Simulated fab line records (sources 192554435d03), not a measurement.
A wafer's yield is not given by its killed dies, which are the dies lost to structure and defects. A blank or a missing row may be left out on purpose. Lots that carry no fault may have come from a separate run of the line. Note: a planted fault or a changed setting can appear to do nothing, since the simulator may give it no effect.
fab line records | flow n5Finfet
record lots=8 | wafers=24 | lastDay=18
route steps=1938 shown FIN_SAQP@131 FIN_CUT@165 BEOL_M4@1111 PASSIVATION@1936
lots that met no fault: taken from a fault-free run of the same line
startH: hours from the record's opening day to when the first of the lot's shown wafers began | waitH: time in hours since the lot's previous step | " repeats the value in the row above | L1.1+2: a row that stands for several wafers | - value missing, or start not given | * or withheld: withheld | < > ~ a bound
route shown NAME@n: NAME is a module with steps in the file, n the number in the route of the first one | usual: mean/standard deviation of fault-free wafers | same: alike in all rows | chamber/n: place in a boat | sites: the reading at each site | _std_site: how widely they spread, as a standard deviation | _edge_site: the outer-site mean with the inner-site mean subtracted | radiusMm: for every site, how far away it sits from the centre of the wafer | mask NAME#n: copy n | behind: the most recent tool/chamber to have shaped the wafer | hold: what put the lot on hold/how long, in hours/how the hold closed | device: the n, p or np transistor that did not switch | end of line: at the end of the route, the tests of the same wafers | a step with no rows: only its recipe | killed: at the first sort, the dies lost to defects and structure; wafer yield is something else | map: a wafer's dies, marking killed ones x, the rest . and places with no die _
set.NAME: setting as actually run; set.NAME@STEP: the setting as run at that earlier step | model.NAME: the simulator's own value behind a step, which no gauge read
route steps across a sampled set of lots; one table per step, one row per wafer
services: when a tool's chamber went out of use (startH, in hours from the record's first day, below 0 if earlier), for how many hours, and the reason
## steps
# step N5_FIN_SAQP_MANDREL_ETCH_58
# recipe chemistry=HBr/Cl2 | target=a-Si | targetDepthA=450 | btTimeS=10 | stopOn=SiNx | maskMaterial=SiO2 | overEtchFrac=0.8 | timeS=27 | pressureMtorr=10 | icpW=800 | biasW=75 | HBr_flow_sccm=150 | Cl2_flow_sccm=80 | ends=endPoint
# usual chamberPressureMTorr=10.000/0.0093 | drypumpMotorCurrentA=5.6/0.46 | oesProductAu=0.695/0.013 | throttleValvePct=35.50/0.25
lot.wafer | tool     | chamber | startH | waitH | chamberPressureMTorr | drypumpMotorCurrentA | oesProductAu | rfHoursCounterH | throttleValvePct
L551.3    | rieSi-01 | 1       | 43.05  | 0.0   | 10.000               | 4.9                  | 0.699        | 80              | 35.50
L551.4    | "        | 3       | "      | "     | 10.022               | 5.7                  | 0.709        | 2               | 35.69
L551.5    | "        | 1       | "      | "     | 10.001               | 4.9                  | 0.721        | -               | 35.49
L554.1    | rieSi-01 | 1       | 66.16  | 0.0   | 10.007               | 5.0                  | 0.700        | 80              | 35.50
L554.3    | "        | 3       | "      | "     | 10.002               | 5.7                  | 0.697        | 2               | 35.73
L554.4    | "        | 2       | "      | "     | 10.020               | 4.9                  | 0.721        | 1               | 35.38
L563.1    | rieSi-04 | 0       | 116.81 | 0.0   | 10.000               | 5.7                  | 0.686        | 185             | 35.27
L563.3    | "        | 3       | "      | "     | 10.000               | 5.0                  | 0.690        | 60              | 35.75
L563.5    | "        | 1       | "      | "     | 10.002               | 5.1                  | 0.691        | -               | 35.24
L567.1    | rieSi-04 | 2       | 142.65 | 0.0   | 9.994                | 5.6                  | 0.695        | 33              | 35.88
L567.3    | "        | 0       | "      | "     | 9.987                | 5.7                  | 0.691        | 185             | 35.27
L567.5    | "        | 1       | "      | "     | 10.006               | 5.1                  | 0.682        | -               | 35.26
L568.1    | rieSi-01 | 2       | 147.00 | 0.0   | 9.994                | 4.9                  | 0.710        | 3               | 35.42
L568.2    | "        | 0       | "      | "     | 10.000               | 6.1                  | 0.685        | 58              | 35.18
L568.5    | "        | 1       | "      | "     | 9.994                | 4.9                  | 0.707        | -               | 35.48
L569.3    | rieSi-01 | 0       | 153.18 | 0.0   | 9.999                | 6.1                  | 0.673        | 58              | 35.18
L569.5    | "        | 3       | "      | "     | 9.972                | 5.7                  | 0.700        | -               | 35.69
L569.6    | "        | 0       | "      | "     | 10.001               | 6.1                  | 0.674        | -               | 35.19
L570.1    | rieSi-04 | 0       | 158.11 | 0.0   | 10.005               | 5.7                  | 0.685        | 186             | 35.28
L570.3    | "        | 2       | "      | "     | 10.000               | 5.6                  | 0.708        | 33              | 35.85
L570.5    | "        | 0       | "      | "     | 9.999                | 5.8                  | 0.706        | -               | 35.25
L571.2    | rieSi-06 | 2       | 165.06 | 0.0   | 10.003               | 6.2                  | 0.687        | 31              | 35.26
L571.3    | "        | 3       | "      | "     | 10.011               | 5.8                  | 0.687        | 61              | 35.80
L571.4    | "        | 0       | "      | "     | 10.003               | 5.8                  | 0.688        | 45              | 35.83
# step N5_FIN_SAQP_ETCH_69
# recipe chemistry=N2/H2 | target=SOC | targetDepthA=1500 | stopOn=SiNx | ionEnergyEv=100 | biasW=61 | pressureMtorr=30 | sourceW=850 | n2FlowSccm=200 | h2FlowSccm=200
# usual chamberPressureMTorr=29.999/0.03 | drypumpMotorCurrentA=5.5/0.36 | oesProductAu=0.76/0.06 | rfVppV=241.5/1.1 | showerheadPlenumPTorr=2.60/0.062 | throttleValvePct=17.83/0.19
lot.wafer | tool       | chamber | startH | waitH | chamberPressureMTorr | drypumpMotorCurrentA | oesProductAu | rfHoursCounterH | rfVppV | showerheadPlenumPTorr | throttleValvePct
L551.3    | rieDiel-01 | 0       | 43.58  | -     | 29.989               | 5.6                  | 0.72         | 182             | 241.4  | 2.64                  | 17.68
L551.4    | "          | 3       | "      | "     | 29.974               | 5.2                  | 0.74         | 168             | 241.5  | 2.54                  | 17.72
L551.5    | "          | 1       | "      | "     | 30.037               | 6.1                  | 0.84         | -               | 241.0  | 2.59                  | 17.73
L554.1    | rieDiel-01 | 3       | 66.69  | -     | 30.013               | 5.2                  | 0.74         | 175             | 241.1  | 2.53                  | 17.74
L554.3    | "          | 0       | "      | "     | 29.980               | 5.6                  | 0.71         | 191             | 243.6  | 2.64                  | 17.71
L554.4    | "          | 1       | "      | "     | 29.986               | 6.2                  | 0.84         | 52              | 242.2  | 2.58                  | 17.74
L563.1    | rieDiel-01 | 1       | 117.34 | -     | 30.022               | 6.1                  | 0.81         | 66              | 241.6  | 2.58                  | 17.76
L563.3    | "          | 0       | "      | "     | 30.004               | 5.6                  | 0.70         | 208             | 241.8  | 2.63                  | 17.74
L563.5    | "          | 0       | "      | "     | 30.021               | 5.6                  | 0.69         | -               | 242.2  | 2.63                  | 17.72
L567.1    | rieDiel-06 | 3       | 143.18 | -     | 29.999               | 5.7                  | 0.99         | 2               | 240.6  | 2.49                  | 17.75
L567.3    | "          | 0       | "      | "     | 29.999               | 5.2                  | 0.78         | 115             | 242.6  | 2.67                  | 18.14
L567.5    | "          | 1       | "      | "     | 30.006               | 5.6                  | 0.72         | -               | 241.6  | 2.61                  | 17.53
L568.1    | rieDiel-02 | 2       | 147.99 | -     | 30.010               | 5.4                  | 0.71         | 206             | 241.5  | 2.62                  | 17.83
L568.2    | "          | 0       | "      | "     | 29.971               | 5.2                  | 0.92         | 19              | 243.0  | 2.72                  | 17.83
L568.5    | "          | 0       | "      | "     | 30.013               | 5.2                  | 0.92         | -               | 242.8  | 2.72                  | 17.83
L569.3    | rieDiel-01 | 2       | 153.71 | -     | 29.979               | 4.8                  | 0.73         | 186             | 239.1  | 2.53                  | 17.86
L569.5    | "          | 2       | "      | "     | 30.005               | 4.8                  | 0.73         | -               | 240.8  | 2.53                  | 17.85
L569.6    | "          | 3       | "      | "     | 29.998               | 5.2                  | 0.72         | -               | 240.7  | 2.52                  | 17.77
L570.1    | rieDiel-06 | 3       | 158.64 | -     | 29.974               | 5.6                  | 0.95         | 9               | 238.5  | 2.49                  | 17.76
L570.3    | "          | 0       | "      | "     | 30.011               | 5.2                  | 0.77         | 122             | 243.4  | 2.66                  | 18.15
L570.5    | "          | 0       | "      | "     | 29.997               | 5.2                  | 0.77         | -               | 243.3  | 2.66                  | 18.14
L571.2    | rieDiel-02 | 2       | 165.64 | -     | 30.047               | 5.4                  | 0.70         | 213             | 241.0  | 2.61                  | 17.86
L571.3    | "          | 3       | "      | "     | 30.002               | 5.9                  | 0.74         | 131             | 240.3  | 2.54                  | 17.86
L571.4    | "          | 1       | "      | "     | 29.980               | 5.7                  | 0.70         | 195             | 241.7  | 2.64                  | 18.16
# step N5_FIN_SAQP_MANDREL2_REMOVE_60
# recipe chemistry=HBr/Cl2/O2 | btTimeS=10 | target=a-Si | stopOn=SiNx | endpoint=OES-SiCl | overEtchFrac=1 | icpW=600 | biasW=22 | HBr_flow_sccm=150 | Cl2_flow_sccm=80 | O2_flow_sccm=5 | pressureMtorr=10
# usual chamberPressureMTorr=10.000/0.0095 | drypumpMotorCurrentA=5.5/0.46 | oesProductAu=1.001/0.02 | throttleValvePct=36.67/0.24
lot.wafer | tool     | chamber | startH | waitH | chamberPressureMTorr | drypumpMotorCurrentA | oesProductAu | rfHoursCounterH | throttleValvePct
L551.3    | rieSi-06 | 3       | 44.31  | 0.1   | 9.999                | 5.8                  | 0.995        | 58              | 36.91
L551.4    | "        | 0       | "      | "     | 10.021               | 5.9                  | 1.021        | 43              | 36.98
L551.5    | "        | 0       | "      | "     | 9.998                | 5.8                  | 1.017        | -               | 36.96
L554.1    | rieSi-04 | 0       | 67.40  | 0.1   | 10.011               | 5.7                  | 0.985        | 184             | 36.38
L554.3    | "        | 2       | "      | "     | 9.991                | 5.6                  | 1.032        | 31              | 36.96
L554.4    | "        | 1       | "      | "     | 9.989                | 5.1                  | 0.973        | 103             | 36.39
L563.1    | rieSi-01 | 1       | 118.16 | 0.1   | 9.995                | 4.9                  | 1.016        | 81              | 36.65
L563.3    | "        | 2       | "      | "     | 10.003               | 4.9                  | 1.023        | 3               | 36.57
L563.5    | "        | 1       | "      | "     | 9.993                | 5.0                  | 1.009        | -               | 36.66
L567.1    | rieSi-01 | 3       | 143.94 | 0.1   | 10.011               | 5.7                  | 1.014        | 4               | 36.88
L567.3    | "        | 0       | "      | "     | 10.007               | 6.1                  | 0.973        | 58              | 36.31
L567.5    | "        | 1       | "      | "     | 9.995                | 4.9                  | 0.994        | -               | 36.65
L568.1    | rieSi-01 | 1       | 148.71 | 0.1   | 9.999                | 4.9                  | 1.005        | 82              | 36.66
L568.2    | "        | 0       | "      | "     | 10.009               | 6.2                  | 0.963        | 58              | 36.31
L568.5    | "        | 3       | "      | "     | 9.984                | 5.7                  | 1.008        | -               | 36.88
L569.3    | rieSi-04 | 1       | 154.77 | 0.1   | 10.011               | 5.1                  | 0.982        | 105             | 36.39
L569.5    | "        | 0       | "      | "     | 9.998                | 5.7                  | 0.993        | -               | 36.37
L569.6    | "        | 1       | "      | "     | 9.982                | 5.1                  | 0.980        | -               | 36.38
L570.1    | rieSi-04 | 3       | 160.66 | 0.1   | 10.002               | 5.1                  | 0.994        | 61              | 36.90
L570.3    | "        | 2       | "      | "     | 10.012               | 5.7                  | 1.041        | 33              | 36.96
L570.5    | "        | 0       | "      | "     | 10.003               | 5.8                  | 0.994        | -               | 36.40
L571.2    | rieSi-06 | 1       | 168.68 | 0.1   | 9.988                | 6.3                  | 0.981        | 47              | 36.68
L571.3    | "        | 3       | "      | "     | 9.997                | 5.8                  | 1.002        | 61              | 36.92
L571.4    | "        | 0       | "      | "     | 9.995                | 5.8                  | 1.024        | 45              | 36.97
# step N5_FIN_SAQP_CD_MEAS_31
# recipe targetCdNm=8 | landingEnergyEv=1000 | detector=seInlens | polarity=line
# usual cdNm=8.10/0.23
# same landingEnergyEv=1000
lot.wafer | tool     | chamber | startH | waitH | cdNm
L551.3    | cdSem-01 | 0       | 44.42  | 0.1   | 7.86
L551.4    | "        | 0       | "      | "     | 8.14
L551.5    | "        | 0       | "      | "     | 8.19
L554.1    | cdSem-01 | 0       | 67.51  | 0.1   | 7.88
L554.3    | "        | 0       | "      | "     | 8.57
L554.4    | "        | 0       | "      | "     | 7.97
L563.1    | cdSem-01 | 0       | 118.27 | 0.1   | 8.07
L563.3    | "        | 0       | "      | "     | 8.06
L563.5    | "        | 0       | "      | "     | 8.22
L567.1    | cdSem-03 | 0       | 144.05 | 0.1   | 8.41
L567.3    | "        | 0       | "      | "     | 8.02
L567.5    | "        | 0       | "      | "     | 7.97
L568.1    | cdSem-03 | 0       | 148.82 | 0.1   | 8.35
L568.2    | "        | 0       | "      | "     | 8.03
L568.5    | "        | 0       | "      | "     | 8.15
L569.3    | cdSem-03 | 0       | 154.89 | 0.1   | 7.69
L569.5    | "        | 0       | "      | "     | 8.22
L569.6    | "        | 0       | "      | "     | 7.80
L570.1    | cdSem-01 | 0       | 160.77 | 0.1   | 8.29
L570.3    | "        | 0       | "      | "     | 7.85
L570.5    | "        | 0       | "      | "     | 8.25
L571.2    | cdSem-01 | 0       | 168.79 | 0.1   | 7.74
L571.3    | "        | 0       | "      | "     | 7.81
L571.4    | "        | 0       | "      | "     | 8.11
# step N5_FIN_SAQP_INSPECT_40
# recipe inspectInstrument=brightfield | mode=aei
# usual rawDefectCount=226/65
lot.wafer | tool             | chamber | startH | waitH | rawDefectCount
L551.3    | defectInspect-02 | -       | 45.00  | 0.0   | 244
L551.4    | "                | -       | "      | "     | 311
L551.5    | "                | -       | "      | "     | 264
L554.1    | defectInspect-02 | -       | 68.10  | 0.0   | 1344
L554.3    | "                | -       | "      | "     | 140
L554.4    | "                | -       | "      | "     | 150
L563.1    | defectInspect-02 | -       | 118.86 | 0.0   | 229
L563.3    | "                | -       | "      | "     | 207
L563.5    | "                | -       | "      | "     | 268
L567.1    | defectInspect-01 | -       | 144.66 | 0.0   | 178
L567.3    | "                | -       | "      | "     | 249
L567.5    | "                | -       | "      | "     | 255
L568.1    | defectInspect-02 | -       | 149.47 | 0.0   | 209
L568.2    | "                | -       | "      | "     | 289
L568.5    | "                | -       | "      | "     | 201
L569.3    | defectInspect-01 | -       | 155.49 | 0.0   | 135
L569.5    | "                | -       | "      | "     | 338
L569.6    | "                | -       | "      | "     | 216
L570.1    | defectInspect-02 | -       | 161.35 | 0.0   | 131
L570.3    | "                | -       | "      | "     | 169
L570.5    | "                | -       | "      | "     | 290
L571.2    | defectInspect-02 | -       | 169.38 | 0.0   | 174
L571.3    | "                | -       | "      | "     | 264
L571.4    | "                | -       | "      | "     | 233
# step N5_FIN_CUT_INSPECT_10
# recipe mode=adi | inspectInstrument=brightfield
# usual rawDefectCount=42/12
lot.wafer | tool             | chamber | startH | waitH | rawDefectCount
L551.3    | defectInspect-02 | -       | 45.52  | 0.0   | 40
L551.4    | "                | -       | "      | "     | 61
L551.5    | "                | -       | "      | "     | 44
L554.1    | defectInspect-02 | -       | 68.61  | 0.1   | 1211
L554.3    | "                | -       | "      | "     | 24
L554.4    | "                | -       | "      | "     | 32
L563.1    | defectInspect-01 | -       | 119.25 | 0.1   | 41
L563.3    | "                | -       | "      | "     | 34
L563.5    | "                | -       | "      | "     | 35
L567.1    | defectInspect-01 | -       | 145.18 | 0.1   | 36
L567.3    | "                | -       | "      | "     | 35
L567.5    | "                | -       | "      | "     | 29
L568.1    | defectInspect-01 | -       | 149.87 | 0.1   | 39
L568.2    | "                | -       | "      | "     | 42
L568.5    | "                | -       | "      | "     | 41
L569.3    | defectInspect-01 | -       | 156.03 | 0.0   | 24
L569.5    | "                | -       | "      | "     | 57
L569.6    | "                | -       | "      | "     | 58
L570.1    | defectInspect-01 | -       | 161.76 | 0.1   | 28
L570.3    | "                | -       | "      | "     | 38
L570.5    | "                | -       | "      | "     | 42
L571.2    | defectInspect-01 | -       | 169.89 | 0.0   | 42
L571.3    | "                | -       | "      | "     | 51
L571.4    | "                | -       | "      | "     | 48
# step N5_FIN_CUT_INSPECT_17
# recipe inspectInstrument=brightfield | mode=aei
# usual rawDefectCount=230/65
lot.wafer | tool             | chamber | startH | waitH | rawDefectCount
L551.3    | defectInspect-02 | -       | 46.46  | 0.0   | 255
L551.4    | "                | -       | "      | "     | 328
L551.5    | "                | -       | "      | "     | 265
L554.1    | defectInspect-02 | -       | 69.56  | 0.0   | 1355
L554.3    | "                | -       | "      | "     | 152
L554.4    | "                | -       | "      | "     | 154
L563.1    | defectInspect-02 | -       | 120.21 | 0.0   | 224
L563.3    | "                | -       | "      | "     | 209
L563.5    | "                | -       | "      | "     | 255
L567.1    | defectInspect-02 | -       | 146.18 | 0.0   | 193
L567.3    | "                | -       | "      | "     | 232
L567.5    | "                | -       | "      | "     | 244
L568.1    | defectInspect-01 | -       | 150.95 | 0.0   | 218
L568.2    | "                | -       | "      | "     | 298
L568.5    | "                | -       | "      | "     | 196
L569.3    | defectInspect-02 | -       | 157.05 | 0.0   | 146
L569.5    | "                | -       | "      | "     | 346
L569.6    | "                | -       | "      | "     | 243
L570.1    | defectInspect-02 | -       | 162.72 | 0.0   | 134
L570.3    | "                | -       | "      | "     | 177
L570.5    | "                | -       | "      | "     | 282
L571.2    | defectInspect-01 | -       | 170.94 | 0.0   | 176
L571.3    | "                | -       | "      | "     | 276
L571.4    | "                | -       | "      | "     | 236
# step N5_BEOL_M4_RC_MEAS_101
# usual DIBL_N=36.1/1.6 | DIBL_P=36.6/1.9 | IOFF_N=0.160/0.026 | IOFF_P=0.210/0.028 | ION_N=677/10 | ION_P=464/6.9 | SS_N=71.4/0.56 | SS_P=73.3/0.61 | VT_N=249.1/2.6 | VT_P=-250/3.3
lot.wafer | tool      | chamber | startH | waitH | DIBL_N[mV/V] | DIBL_P[mV/V] | IOFF_N[nA/um] | IOFF_P[nA/um] | ION_N[uA/um] | ION_P[uA/um] | SS_N[mV/dec] | SS_P[mV/dec] | VT_N[mV] | VT_P[mV]
L551.3    | prober-02 | 0       | 200.77 | 0.3   | 34.4         | 35.0         | 0.161         | 0.204         | 690          | 473          | 71.0         | 72.9         | 247.3    | -247
L551.4    | "         | 0       | "      | "     | 36.9         | 36.6         | 0.190         | 0.235         | 685          | 468          | 71.5         | 72.9         | 247.2    | -249
L551.5    | "         | 0       | "      | "     | 34.8         | 35.4         | 0.161         | 0.207         | 683          | 470          | 71.2         | 72.8         | 247.0    | -248
L554.1    | prober-01 | 0       | 215.79 | 0.0   | 38.0         | 38.7         | 0.172         | 0.209         | 681          | 461          | 71.2         | 73.9         | 251.7    | -252
L554.3    | "         | 0       | "      | "     | 37.6         | 38.7         | 0.176         | 0.210         | 683          | 456          | 71.5         | 74.3         | 246.0    | -253
L554.4    | "         | 0       | "      | "     | 38.1         | 38.3         | 0.159         | 0.192         | 679          | 459          | 71.7         | 73.7         | 251.9    | -253
L563.1    | prober-01 | 0       | 279.12 | 0.0   | 37.5         | 37.3         | 0.176         | 0.220         | 680          | 462          | 71.5         | 73.9         | 245.7    | -252
L563.3    | "         | 0       | "      | "     | 38.2         | 38.2         | 0.191         | 0.222         | 688          | 463          | 71.8         | 74.1         | 247.6    | -250
L563.5    | "         | 0       | "      | "     | 35.3         | 34.5         | 0.139         | 0.180         | 671          | 461          | 70.9         | 73.6         | 250.8    | -254
L567.1    | prober-02 | 0       | 283.77 | 0.0   | 38.1         | 39.7         | 0.212         | 0.267         | 687          | 473          | 71.9         | 74.3         | 243.8    | -244
L567.3    | "         | 0       | "      | "     | 33.5         | 34.0         | 0.131         | 0.178         | 685          | 471          | 70.5         | 72.3         | 251.5    | -249
L567.5    | "         | 0       | "      | "     | 35.5         | 36.6         | 0.159         | 0.222         | 686          | 474          | 70.9         | 73.9         | 248.0    | -243
L568.1    | prober-02 | 0       | 291.39 | 0.0   | 34.8         | 34.4         | 0.144         | 0.199         | 665          | 460          | 71.1         | 72.9         | 249.1    | -248
L568.2    | "         | 0       | "      | "     | 35.0         | 35.2         | 0.152         | 0.208         | 677          | 468          | 71.3         | 72.3         | 249.2    | -247
L568.5    | "         | 0       | "      | "     | 32.6         | 32.7         | 0.118         | 0.181         | 669          | 467          | 70.9         | 72.2         | 250.6    | -249
L570.1    | prober-02 | 0       | 295.72 | 0.0   | 35.4         | 33.3         | 0.125         | 0.197         | 661          | 459          | 71.2         | 73.2         | 252.5    | -250
L570.3    | "         | 0       | "      | "     | 34.4         | 33.6         | 0.127         | 0.199         | 671          | 469          | 70.7         | 73.0         | 251.0    | -249
L570.5    | "         | 0       | "      | "     | 36.7         | 35.4         | 0.148         | 0.233         | 662          | 463          | 71.7         | 73.4         | 249.6    | -249
L569.3    | prober-02 | 0       | 311.66 | 0.3   | 37.6         | 38.1         | 0.174         | 0.210         | 688          | 464          | 71.7         | 73.8         | 248.4    | -252
L569.5    | "         | 0       | "      | "     | 35.0         | 36.6         | 0.144         | 0.189         | 675          | 459          | 71.2         | 72.9         | 250.1    | -255
L569.6    | "         | 0       | "      | "     | 35.9         | 36.8         | 0.145         | 0.185         | 672          | 452          | 71.4         | 73.8         | 251.0    | -253
L571.2    | prober-02 | 0       | 328.55 | 0.2   | 35.3         | 35.8         | 0.152         | 0.208         | 679          | 467          | 72.3         | 73.2         | 248.8    | -248
L571.3    | "         | 0       | "      | "     | 34.2         | 35.1         | 0.135         | 0.202         | 671          | 462          | 71.0         | 72.5         | 247.0    | -249
L571.4    | "         | 0       | "      | "     | 36.9         | 38.2         | 0.194         | 0.246         | 687          | 473          | 71.9         | 73.0         | 243.7    | -244
# step N5_PASSIVATION_PROBE_49
# usual defectLimitedYield=91.3/1.5 | killed_at_M0_to_M3=34/10 | killed_at_M4_up=13/4.9 | killedAtContacts=13/6.1 | killedAtFrontEnd=39/13 | killedAtOther=4.1/2.7 | killedDies=103/18 | killedOpen=68/13 | killedShort=32/7.6 | sort_bin_5_function=5.2/1 | sort_bin_6_memory=3.2/0.75 | sortNPass=1077/18 | sortYieldPct=91.3/1.5
# same grossDies=1180 | killedAtBackSide=0 | sort_bin_4_leakage[%]=0 | sort_bin_8_speed[%]=0
lot.wafer | tool      | chamber | startH | waitH | defectLimitedYield[%] | killed_at_M0_to_M3 | killed_at_M4_up | killedAtContacts | killedAtFrontEnd | killedAtOther | killedDies | killedOpen | killedShort | sort_bin_5_function[%] | sort_bin_6_memory[%] | sortNPass | sortYieldPct[%]
L551.3    | prober-01 | -       | 298.15 | 0.1   | 89.2                  | 42                 | 13              | 16               | 54               | 3             | 128        | 80         | 42          | 6.5                    | 4.2                  | 1052      | 89.2
L551.4    | prober-01 | -       | 298.20 | 0.2   | 90.4                  | 36                 | 18              | 14               | 44               | 1             | 113        | 71         | 37          | 5.8                    | 3.5                  | 1067      | 90.4
L551.5    | prober-01 | -       | 298.25 | 0.2   | 90.7                  | 26                 | 17              | 12               | 50               | 5             | 110        | 68         | 37          | 5.3                    | 3.5                  | 1070      | 90.7
L554.1    | prober-02 | -       | 322.10 | 0.0   | 81.1                  | 46                 | 19              | 9                | 148              | 1             | 223        | 45         | 46          | 11.5                   | 3.8                  | 957       | 81.1
L554.3    | prober-02 | -       | 322.20 | 0.1   | 90.2                  | 54                 | 13              | 8                | 40               | 1             | 116        | 74         | 39          | 5.3                    | 4.2                  | 1064      | 90.2
L554.4    | prober-02 | -       | 322.25 | 0.2   | 90.3                  | 50                 | 15              | 24               | 21               | 5             | 115        | 80         | 29          | 5.8                    | 3.8                  | 1065      | 90.3
# killed by level:class
L551.3 FIN_SAQP:geometricParticle:open=12 BEOL_M1:geometricParticle:open=11 MOL_CONTACT_COAG:geometricParticle:open=10 BEOL_M0_SAQP:geometricParticle:open=9 FIN_SAQP:geometricParticle:short=8 DUMMY_GATE:geometricParticle:open=8 BEOL_M0_SAQP:geometricParticle:short=7 BEOL_M4:geometricParticle:open=7
L551.4 FIN_SAQP:geometricParticle:short=10 FIN_SAQP:geometricParticle:open=9 MOL_CONTACT_COAG:geometricParticle:open=8 STI_FIN_REVEAL:geometricParticle:open=8 BEOL_M0_SAQP:geometricParticle:open=8 BEOL_M1:geometricParticle:open=7 GATE_CUT:geometricParticle:open=5 MOL_CONTACT_COAG:geometricParticle:short=5
L551.5 FIN_SAQP:geometricParticle:open=10 STI_FIN_REVEAL:geometricParticle:open=10 BEOL_M2:geometricParticle:open=8 MOL_CONTACT_COAG:geometricParticle:open=7 BEOL_M4:geometricParticle:open=6 FIN_SAQP:geometricParticle:short=5 DUMMY_GATE:geometricParticle:open=5 MOL_CONTACT_COAG:geometricParticle:short=5
L554.1 FIN_SAQP:unspecified=129 BEOL_M0_SAQP:geometricParticle:short=17 BEOL_M0_SAQP:geometricParticle:open=12 BEOL_M2:geometricParticle:open=6 GATE_CUT:geometricParticle:short=5 MOL_CONTACT_COAG:geometricParticle:open=5 BEOL_M4:geometricParticle:short=5 BEOL_M4:geometricParticle:open=5
L554.3 BEOL_M0_SAQP:geometricParticle:open=16 BEOL_M0_SAQP:geometricParticle:short=13 FIN_SAQP:geometricParticle:open=9 GATE_CUT:geometricParticle:short=7 MOL_CONTACT_COAG:geometricParticle:open=7 BEOL_M3:geometricParticle:open=7 FIN_SAQP:geometricParticle:short=6 BEOL_M1:geometricParticle:open=5
L554.4 MOL_CONTACT_COAG:geometricParticle:open=18 BEOL_M0_SAQP:geometricParticle:open=13 BEOL_M2:geometricParticle:open=10 BEOL_M0_SAQP:geometricParticle:short=7 BEOL_M3:geometricParticle:open=7 MOL_CONTACT_COAG:geometricParticle:short=5 BEOL_M1:geometricParticle:open=5 BEOL_M7:geometricParticle:open=4
## services
tool       | chamber | startH | hours | kind
rieDiel-02 | -       | 38.00  | 14.6  | pm
rieDiel-01 | -       | 39.39  | 0.6   | repair
rieDiel-06 | -       | 58.20  | 0.8   | repair
rieSi-06   | -       | 59.42  | 0.6   | repair
rieSi-04   | -       | 65.56  | 0.1   | repair
rieDiel-01 | 1       | 81.67  | 5.2   | repair
rieDiel-02 | 0       | 81.85  | -     | clean
rieDiel-02 | 0       | 81.85  | -     | consumableReplace:focusRing
rieDiel-02 | 0       | 81.85  | -     | consumableReplace:showerhead
rieDiel-02 | 0       | 81.85  | 16.1  | scheduledDown
rieDiel-02 | 0       | 81.85  | 16.1  | ventCycle
rieDiel-02 | 2       | 82.00  | 6.6   | repair
rieDiel-01 | -       | 85.27  | 0.6   | repair
rieDiel-06 | 3       | 86.01  | 8.5   | repair
rieDiel-02 | 1       | 87.60  | 7.7   | repair
rieDiel-02 | 1       | 101.25 | 2.7   | repair
rieSi-01   | 0       | 101.29 | 23.3  | repair
rieDiel-06 | 3       | 105.77 | -     | clean
rieDiel-06 | 3       | 105.77 | -     | consumableReplace:focusRing
rieDiel-06 | 3       | 105.77 | 17.6  | scheduledDown
rieDiel-06 | 3       | 105.77 | 17.6  | ventCycle
rieDiel-06 | -       | 127.99 | 14.6  | pm
rieSi-01   | -       | 158.07 | 2.8   | pm
## key
firstSign step=N5_FIN_SAQP_INSPECT_40 | reading=rawDefectCount | direction=up | sigmas=17 | usual=226 | struck=1344
effect step=N5_FIN_CUT_INSPECT_10 | reading=rawDefectCount | direction=up | sigmas=96 | usual=42 | struck=1211
effect step=N5_FIN_CUT_INSPECT_17 | reading=rawDefectCount | direction=up | sigmas=17 | usual=230 | struck=1355
effect step=N5_PASSIVATION_PROBE_49 | reading=killedAtFrontEnd | direction=up | sigmas=8.7 | usual=39 | struck=148
moreKillsBornAt N5_FIN_SAQP_MANDREL_ETCH_58@rieSi-01=129
metAt N5_FIN_SAQP_MANDREL_ETCH_58
struckLots L554
struckWafers L554.1
notActingAt N5_FIN_SAQP_ETCH_69,N5_FIN_SAQP_MANDREL2_REMOVE_60,N5_FIN_SAQP_CD_MEAS_31
onsetBetween 43.05 66.16
fault kind=chamberParticleSource | tool=rieSi-01 | chamber=1 | onsetH=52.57 | steps=N5_FIN_SAQP_MANDREL_ETCH_58 | ratePerVisitCm2=1.7926 | endH=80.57
